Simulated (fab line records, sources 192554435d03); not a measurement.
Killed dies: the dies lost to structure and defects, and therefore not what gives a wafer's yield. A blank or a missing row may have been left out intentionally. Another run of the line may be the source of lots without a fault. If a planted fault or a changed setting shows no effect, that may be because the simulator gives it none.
A struck lot beside a sound one ; flow n5 finfet ; 37 out of 1938 route steps
Sound: the wafers L478.4, L478.5, L478.6. Struck: wafers L475.3, L475.5, L475.6. The cause comes at the end.
For every step that has rows: the tool of each side, followed by ch and its chambers, followed by its first start. Under that, the readings that differ: sound wafers ; struck wafers ; difference of the means ; sigmas: that difference in standard deviations of wafers without a fault.
alike: same words and numbers on both sides, and readings whose means sit less than 2 such deviations apart. not compared: any withheld reading, any reading some wafer has no value for, any bound like >300 that may hide the same value, and any number with overlapping values for which the record gives no deviation.
The two part at a step that has a row with sigmas, a row that says differs or no value, or rows on one side only. Numbers that have no deviation but don't overlap get no sigmas and don't part them. Lack of a reading on every wafer of one side parts them only where that side has two or more wafers.

first, 11 steps without rows for these wafers: N5_PMOS_HMC_CHANNEL_EPI_PRECLEAN_36 (cleans in O3/DIW, time 45 s); N5_PMOS_HMC_CHANNEL_EPI_PRECLEAN_18 (cleans in DHF, time 30 s); N5_PMOS_HMC_CHANNEL_EPI_SRD_19 (time 30 s); N5_PMOS_HMC_CHANNEL_EPI_EPI_20 (deposits SiGe30, target thk 59 nm); N5_PMOS_HMC_CHANNEL_EPI_HM_STRIP_35 (strips SiO2 in dHF, material SiO2, target depth 39.6 nm, time 216 s); N5_PMOS_HMC_CHANNEL_EPI_SRD_39 (time 30 s); N5_PMOS_HMC_CHANNEL_EPI_CMP_21 (polishes SiGe30, target thk 54 nm); N5_PMOS_HMC_CHANNEL_EPI_PRECLEAN_40 (cleans in DHF, time 30 s); N5_PMOS_HMC_CHANNEL_EPI_PRECLEAN_37 (cleans in O3/DIW, time 45 s); N5_PMOS_HMC_CHANNEL_EPI_PRECLEAN_24 (cleans in DHF, time 30 s); N5_PMOS_HMC_CHANNEL_EPI_SRD_25 (time 30 s).
N5_PMOS_HMC_CHANNEL_EPI_EPI_26: deposits Si from SiH4/H2, target thk 3.8 nm, time 22.7 s.
  sound on epi rpcvd-03 ch 0, day 5 08:23; struck on epi rpcvd-01 ch 0, day 4 14:13
reading;sound;struck;difference;sigmas
model.Si_of_PMOS_HMC_CHANNEL_EPI_EPI_26.thk nm (nm);3.83 3.783 3.87;4.941 4.844 4.895;+1.066;
  alike: susceptor temp C, throttle valve pct
then, 22 steps without rows for these wafers: N5_FIN_SAQP_PRECLEAN_42 (cleans in O3/DIW, time 60 s); N5_FIN_SAQP_PRECLEAN_00 (cleans in SC1, time 60 s); N5_FIN_SAQP_PRECLEAN_44 (cleans in SC2, time 45 s); N5_FIN_SAQP_SRD_01 (time 30 s); N5_FIN_SAQP_ALD_61 (deposits SiO2, target thk 4 nm, pulse time 1 s, purge time 2 s); N5_FIN_SAQP_DENSIFY_62 (time 60 s); N5_FIN_SAQP_HM_DEP_03 (deposits SiNx from SiH4/NH3/N2, target thk 38 nm, time 33.6 s); N5_FIN_SAQP_PECVD_47 (deposits a-Si from SiH4/He, target thk 45 nm, time 36.3 s); N5_FIN_SAQP_PECVD_48 (deposits SiNx from SiH4/NH3/N2, target thk 25 nm, time 22.1 s); N5_FIN_SAQP_PECVD_06 (deposits a-Si from SiH4/He, target thk 60 nm, time 48.1 s); N5_FIN_SAQP_HM_DEP_72 (deposits SiO2 from SiH4/N2O, target thk 12 nm, time 7.2 s); N5_FIN_SAQP_COAT_49 (time 60 s, resist thk 100 nm); N5_FIN_SAQP_COAT_50 (time 60 s, resist thk 35 nm); N5_FIN_SAQP_COAT_10 (resist thk 90 nm); N5_FIN_SAQP_EBR_12; N5_FIN_SAQP_SOFTBAKE_11 (time 60 s); N5_FIN_SAQP_EXPOSE_13 (exposes mask FIN CORE, target cd 35.6 nm); N5_FIN_SAQP_PEB_14 (peb time 60 s); N5_FIN_SAQP_DEVELOP_15 (develop time 30 s); N5_FIN_SAQP_DESCUM_21 (chemistry O2, time 7.9 s); N5_FIN_SAQP_ETCH_51 (etches SiARC in CF4, target depth 45.5 nm, time 75.8 s); N5_FIN_SAQP_ETCH_52 (etches SOC in N2/H2, target depth 100 nm, overetch 20 nm, time 150 s).
N5_STI_FIN_REVEAL_CLEAN_19: cleans in O3/DIW, time 120 s.
  sound on wet bench-06 ch 0,3,7, day 6 01:47; struck on wet bench-05 ch 3,4,5, day 5 08:15
reading;sound;struck;difference;sigmas
model.Si_of_PMOS_HMC_CHANNEL_EPI_EPI_26.thk nm (nm);2.4 2.4 2.6;3.6 3.4 3.6;+1.1;
  alike: bath heat duty pct
-- record jumps: 5 days separate the struck wafers' starts on either side; left off in module STI_FIN_REVEAL, taken up again in module BEOL_M4, whose first shown step is the route's number 1111 --
N5_BEOL_M4_RC_MEAS_101:
  sound on prober-01 ch 0, day 11 03:47; struck on prober-01 ch 0, day 10 18:52
  alike: DIBL_N, DIBL_P, IOFF_N, IOFF_P, ION_N, ION_P, SS_N, SS_P, VT_N, VT_P
-- record jumps: 4 days separate the struck wafers' starts on either side; left off in module BEOL_M4, taken up again in module PASSIVATION, whose first shown step is the route's number 1936 --
N5_PASSIVATION_PROBE_49:
  rows exist in the record for the struck wafers here (prober-01, day 15 00:12), but not for the sound ones

WHERE THEY PART
Only at N5_PASSIVATION_PROBE_49, within this record.

WHY: the cause the simulator had injected
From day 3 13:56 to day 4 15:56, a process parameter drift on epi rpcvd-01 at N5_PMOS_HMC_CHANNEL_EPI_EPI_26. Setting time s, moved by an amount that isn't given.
